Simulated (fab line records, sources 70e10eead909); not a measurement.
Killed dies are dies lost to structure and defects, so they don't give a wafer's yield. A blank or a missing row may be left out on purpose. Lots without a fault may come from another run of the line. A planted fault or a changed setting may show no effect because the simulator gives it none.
Which tool did it? | flow nand_harc | 11 lots, 33 wafers sampled, at 5 steps of a route of 1302

WHAT THE GAUGES READ, wafer by wafer
NHARC_END_SORT_01. Usual: killed_at_array 59, standard deviation 19; killed_at_other 0.6, standard deviation 0.85; killed_at_periphery 3.8, standard deviation 2.5; killed_dies 64, standard deviation 19; killed_open 3.3, standard deviation 1.8; killed_short 2.2, standard deviation 1.6.
lot  | measured     | on        | killed_at_array | killed_at_other | killed_at_periphery | killed_dies | killed_open | killed_short | flag
L928 | day 31 16:59 | prober-02 | 60 58 55        | 0 0 1           | 617 619 621         | 677 677 677 | 1 7 3       | 3 3 2        | OFF
L929 | day 31 08:21 | prober-01 | 77 72 71        | 3 1 1           | 597 604 605         | 677 677 677 | 2 2 1       | 2 0 0        | OFF
L930 | day 32 18:33 | prober-01 | 56 73 73        | 0 0 1           | 621 604 603         | 677 677 677 | 4 2 4       | 3 4 3        | OFF

WHICH TOOL RAN EACH LOT (tool, then ch and the chambers of the sampled wafers, then the start)
lot  | NHARC_P_ZERO_WELL_DESCUM_54        | NHARC_P_ZERO_WELL_RTA_42         | NHARC_P_GATE_CVD_17              | NHARC_P_GATE_DESCUM_31
L914 | rie_diel-03 ch 0,1,3, day 2 22:37  | rtp_anneal-02 ch 0, day 2 23:37  | lpcvd_poly-02 ch 0, day 5 18:01  | rie_diel-01 ch 1,2,3, day 5 23:20
L920 | rie_diel-08 ch 1,2,3, day 5 09:57  | rtp_anneal-02 ch 0, day 5 11:07  | lpcvd_poly-02 ch 0, day 8 13:11  | rie_diel-09 ch 1,2,3, day 8 17:30
L921 | rie_diel-03 ch 0,1,2, day 5 19:40  | rtp_anneal-02 ch 0, day 5 20:46  | lpcvd_poly-02 ch 0, day 8 17:01  | rie_diel-01 ch 1,2,3, day 8 21:09
L922 | rie_diel-08 ch 1,2,3, day 6 06:01  | rtp_anneal-01 ch 0, day 6 06:58  | lpcvd_poly-02 ch 0, day 9 07:21  | rie_diel-12 ch 0,1,2, day 9 14:11
L928 | rie_diel-02 ch 0,1, day 8 18:05    | rtp_anneal-02 ch 0, day 8 19:10  | lpcvd_poly-04, day 11 14:44      | rie_diel-12 ch 0,2,3, day 11 22:54
L929 | rie_diel-03 ch 0,2, day 9 04:23    | rtp_anneal-01 ch 0, day 9 05:29  | lpcvd_poly-02, day 11 19:50      | rie_diel-12 ch 0,1,2, day 12 00:36
L930 | rie_diel-02 ch 0,3, day 9 13:59    | rtp_anneal-01 ch 0, day 9 15:04  | lpcvd_poly-03, day 12 05:08      | rie_diel-09 ch 1,2,3, day 12 09:13
L931 | rie_diel-02 ch 2,3, day 9 23:53    | rtp_anneal-01 ch 0, day 10 00:52 | lpcvd_poly-03 ch 0, day 12 16:29 | rie_diel-01 ch 1,3, day 12 20:38
L932 | rie_diel-02 ch 1,3, day 10 10:27   | rtp_anneal-01 ch 0, day 10 11:25 | lpcvd_poly-03 ch 0, day 13 05:01 | rie_diel-09 ch 0,2, day 13 12:40
L934 | rie_diel-03 ch 2,3, day 11 06:03   | rtp_anneal-01 ch 0, day 11 07:03 | lpcvd_poly-03 ch 0, day 13 22:32 | rie_diel-12 ch 1,2,3, day 14 02:38
L935 | rie_diel-02 ch 0,1,2, day 11 16:02 | rtp_anneal-01 ch 0, day 11 17:00 | lpcvd_poly-02 ch 0, day 14 10:28 | rie_diel-01 ch 1,3, day 14 14:37
- NHARC_P_ZERO_WELL_DESCUM_54: chemistry O2, time 3 s.
- NHARC_P_ZERO_WELL_RTA_42: time 300 s.
- NHARC_P_GATE_CVD_17: deposits poly-Si, target thk 150 nm, time 900 s.
- NHARC_P_GATE_DESCUM_31: chemistry O2, time 3 s.

WHAT THE TOOLS THEMSELVES READ (means of the sampled wafers that have a number; where no wafer has one, the mark that the record gives instead)
NHARC_P_ZERO_WELL_DESCUM_54. Usual: chamber_pressure_mTorr 60.00 mTorr, standard deviation 0.053; drypump_motor_current_A 6.0 A, standard deviation 0.38; oes_product_au 0.999 a.u., standard deviation 0.0082; rf_vpp_V 57.9 V, standard deviation 0.99; showerhead_plenum_p_Torr 1.94 Torr, standard deviation 0.093; throttle_valve_pct 11.311 %, standard deviation 0.0092.
lot  | tool        | chamber_pressure_mTorr (mTorr) | drypump_motor_current_A (A) | oes_product_au (a.u.) | rf_vpp_V (V) | showerhead_plenum_p_Torr (Torr) | throttle_valve_pct (%) | flag
L914 | rie_diel-03 | 59.97                          | 5.8                         | 1.008                 | 57.8         | 1.90                            | 11.312                 |
L920 | rie_diel-08 | 60.03                          | 6.0                         | 0.994                 | 58.3         | 1.98                            | 11.313                 |
L921 | rie_diel-03 | 59.97                          | 5.9                         | 1.002                 | 57.6         | 1.92                            | 11.305                 |
L922 | rie_diel-08 | 59.93                          | 6.0                         | 0.995                 | 58.5         | 1.97                            | 11.310                 |
L928 | rie_diel-02 | 60.02                          | 5.6                         | 0.995                 | 57.6         | 2.00                            | 11.317                 |
L929 | rie_diel-03 | 60.01                          | 6.2                         | 1.001                 | 58.2         | 1.87                            | 11.314                 |
L930 | rie_diel-02 | 60.00                          | 5.8                         | 0.985                 | 56.2         | 1.83                            | 11.313                 |
L931 | rie_diel-02 | 60.00                          | 6.1                         | 0.990                 | 57.9         | 1.86                            | 11.314                 |
L932 | rie_diel-02 | 60.04                          | 5.7                         | 0.997                 | 57.9         | 1.89                            | 11.307                 |
L934 | rie_diel-03 | 60.06                          | 6.4                         | 1.000                 | 57.7         | 1.92                            | 11.302                 |
L935 | rie_diel-02 | 59.97                          | 6.0                         | 0.996                 | 57.6         | 1.98                            | 11.312                 |

NHARC_P_ZERO_WELL_RTA_42. Usual: anneal_temp_c_max 1103.5, standard deviation 0.85; lamp_power_pct 36.29 %, standard deviation 0.14; lamp_zone_6_pct 36.25 %, standard deviation 0.13; wafer_temp_C_max 1104.6, standard deviation 0.93.
lot  | tool          | anneal_temp_c_max | lamp_power_pct (%) | lamp_zone_6_pct (%) | wafer_temp_C_max | flag
L914 | rtp_anneal-02 | 1104.0            | 36.43              | 36.38               | 1104.7           |
L920 | rtp_anneal-02 | 1103.7            | 36.41              | 36.34               | 1103.8           |
L921 | rtp_anneal-02 | 1102.8            | 36.37              | 36.30               | 1104.7           |
L922 | rtp_anneal-01 | 1103.4            | 36.15              | 36.18               | 1104.3           |
L928 | rtp_anneal-02 | 1102.8            | 36.37              | 36.34               | 1104.7           |
L929 | rtp_anneal-01 | 1103.6            | 36.19              | 36.14               | 1104.9           |
L930 | rtp_anneal-01 | 1104.8            | 36.17              | 36.16               | 1104.9           |
L931 | rtp_anneal-01 | 1104.1            | 36.10              | 36.07               | 1106.1           |
L932 | rtp_anneal-01 | 1104.8            | 36.16              | 36.18               | 1105.5           |
L934 | rtp_anneal-01 | 1104.8            | 36.17              | 36.17               | 1105.8           |
L935 | rtp_anneal-01 | 1103.8            | 36.17              | 36.11               | 1104.5           |

NHARC_P_GATE_CVD_17. Usual: run_length_s 902.0 s, standard deviation 0.52; spike_tc_bottom_C 641.4 C, standard deviation 2.2; spike_tc_centre_C 620.6 C, standard deviation 1.1; zone_power_top_pct 18.0 %, standard deviation 1.5.
lot  | tool          | run_length_s (s) | spike_tc_bottom_C (C) | spike_tc_centre_C (C) | zone_power_top_pct (%) | flag
L914 | lpcvd_poly-02 | 902.0            | 643.6                 | 620.1                 | 17.9                   |
L920 | lpcvd_poly-02 | 901.7            | 643.3                 | 620.2                 | 17.7                   |
L921 | lpcvd_poly-02 | 901.3            | 644.7                 | 620.3                 | 17.8                   |
L922 | lpcvd_poly-02 | 901.8            | 644.9                 | 621.0                 | 17.8                   |
L928 | lpcvd_poly-04 | -                | -                     | -                     | -                      | OFF
L929 | lpcvd_poly-02 | -                | -                     | -                     | -                      | OFF
L930 | lpcvd_poly-03 | -                | -                     | -                     | -                      | OFF
L931 | lpcvd_poly-03 | 902.4            | 639.3                 | 620.7                 | 16.9                   |
L932 | lpcvd_poly-03 | 902.1            | 639.2                 | 621.2                 | 17.0                   |
L934 | lpcvd_poly-03 | 902.4            | 640.4                 | 620.5                 | 17.0                   |
L935 | lpcvd_poly-02 | 901.2            | 643.0                 | 620.3                 | 17.8                   |

NHARC_P_GATE_DESCUM_31. Usual: chamber_pressure_mTorr 60.00 mTorr, standard deviation 0.053; drypump_motor_current_A 5.8 A, standard deviation 0.53; oes_product_au 1.002 a.u., standard deviation 0.0072; rf_vpp_V 57.9 V, standard deviation 0.73; showerhead_plenum_p_Torr 1.95 Torr, standard deviation 0.083; throttle_valve_pct 11.311 %, standard deviation 0.0095.
lot  | tool        | chamber_pressure_mTorr (mTorr) | drypump_motor_current_A (A) | oes_product_au (a.u.) | rf_vpp_V (V) | showerhead_plenum_p_Torr (Torr) | throttle_valve_pct (%) | flag
L914 | rie_diel-01 | 59.97                          | 5.7                         | 1.005                 | 58.1         | 1.96                            | 11.315                 |
L920 | rie_diel-09 | 60.03                          | 6.4                         | 0.996                 | 58.0         | 1.93                            | 11.306                 |
L921 | rie_diel-01 | 60.04                          | 5.7                         | 1.001                 | 58.0         | 1.95                            | 11.319                 |
L922 | rie_diel-12 | 60.08                          | 5.4                         | 0.999                 | 56.9         | 1.88                            | 11.311                 |
L928 | rie_diel-12 | 59.98                          | 5.7                         | 1.002                 | 57.1         | 1.88                            | 11.306                 |
L929 | rie_diel-12 | 59.93                          | 5.4                         | 1.005                 | 57.6         | 1.88                            | 11.315                 |
L930 | rie_diel-09 | 59.99                          | 6.3                         | 1.009                 | 56.9         | 1.93                            | 11.314                 |
L931 | rie_diel-01 | 59.96                          | 6.1                         | 1.000                 | 57.7         | 1.96                            | 11.326                 |
L932 | rie_diel-09 | 60.01                          | 6.0                         | 0.999                 | 57.6         | 1.97                            | 11.311                 |
L934 | rie_diel-12 | 60.01                          | 5.7                         | 1.006                 | 58.2         | 1.92                            | 11.301                 |
L935 | rie_diel-01 | 60.00                          | 5.8                         | 1.003                 | 58.4         | 2.00                            | 11.318                 |

THE ANSWER, worked out from the rows above alone
Rule: a lot is off if the mean of its wafers that have a number lies more than 3 standard deviations from the usual mean. A lot without any number at a reading at which 4 lots or more have one is off too. The other lots that the step has rows for count as sound. The gauges are gone through in route order, then the tools' own readings, and for those a lot's mean is taken as printed above. The first step at which some lot is off is used, and at that step the reading that is off furthest; a lot without a number counts as furthest.
Off: L928, L929, L930, at NHARC_END_SORT_01 (killed_at_periphery). Neither off nor sound, because the step has no rows for them: L914, L920, L921, L922, L931, L932, L934, L935.
A tool fits if, at a process step before that reading, it ran every lot that is off, and no sound lot after the first of them. The gauges at NHARC_END_SORT_01 aren't tried: what is off there is off at NHARC_P_GATE_CVD_17 too, on other tools, and a gauge's error can't cause that. None of those tried fits.

WHAT THE SIMULATOR HAD PUT IN
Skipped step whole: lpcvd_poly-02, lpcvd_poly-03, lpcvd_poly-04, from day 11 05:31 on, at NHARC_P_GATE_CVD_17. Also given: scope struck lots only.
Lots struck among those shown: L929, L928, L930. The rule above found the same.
